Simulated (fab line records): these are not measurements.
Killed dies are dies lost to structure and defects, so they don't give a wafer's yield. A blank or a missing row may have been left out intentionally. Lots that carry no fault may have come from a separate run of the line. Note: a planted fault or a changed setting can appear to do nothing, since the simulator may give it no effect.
One fault seen from 2 desks ; flow nand_harc ; each desk holds nothing but its own numbers, with what lay behind them at the end

== TOOL OWNER'S DESK, litho_track-06 ==
At NHARC_A_SGD_CUT_SOFTBAKE_04 (time 55 s), the tool's own readings, given per lot that ran on this tool as the mean of the sampled wafers with a number. Marked OUT: a lot whose mean sits more than 4 standard deviations from the usual mean, which makes it out of limits; the brackets give that distance.
Columns: A = heater_power_total_W at NHARC_A_SGD_CUT_SOFTBAKE_04, usual 188.45 W
lot;first seen here;A
L977;day 19 22:00;188.50
L975;day 20 03:00;188.48
L979;day 20 15:00;188.47
L984;day 22 22:00;216.51 (+99 or more) OUT
L988;day 24 01:00;216.63 (+99 or more) OUT
L994;day 26 15:00;188.31
L997;day 27 20:00;188.44
This desk's verdict: out of limits on L984, L988, starting with L984 at day 22 22:00 (heater_power_total_W at NHARC_A_SGD_CUT_SOFTBAKE_04). L977, L975, L979, L994, L997: within limits.

== THE DEFECT DESK ==
Lot by lot, what the route's inspections counted, given as the mean of those sampled wafers with a number. Marked OUT: a lot whose mean sits more than 4 standard deviations from the usual mean, which makes it out of limits; the brackets give that distance.
Columns: A = raw_defect_count at NHARC_A_STAIRCASE_INSPECT_155, usual 419
lot;first seen here;A
L976;day 19 21:34;310
L977;day 19 21:44;367
L978;day 20 00:30;535
L975;day 20 02:44;440
L979;day 20 14:46;235
L984;day 22 22:34;352
L988;day 24 01:05;290
L989;day 25 00:16;473
L992;day 25 15:01;567
L994;day 26 14:59;421
L993;day 26 17:52;615
L996;day 27 18:25;330
L997;day 27 20:18;502
Result from this desk: across the 13 lots, nothing is out of limits.

== ALL TOGETHER ==
An alarm could have come from the tool owner's desk at day 22 22:00, on L984, L988.
Nothing the defect desk looked at was out of limits.
The defect desk has L984, L988 on record, within its limits.
Of the lots named, all ran NHARC_A_SGD_CUT_SOFTBAKE_04 on litho_track-06.

== WHAT THE SIMULATOR PUT IN ==
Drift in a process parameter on litho_track-06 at NHARC_A_SGD_CUT_SOFTBAKE_04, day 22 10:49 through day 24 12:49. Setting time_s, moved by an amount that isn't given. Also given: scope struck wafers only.
Lots struck among those shown: L984, L988.
Time in hours from fault onset to the first out-of-limits reading at each desk: the tool owner's desk, 11.
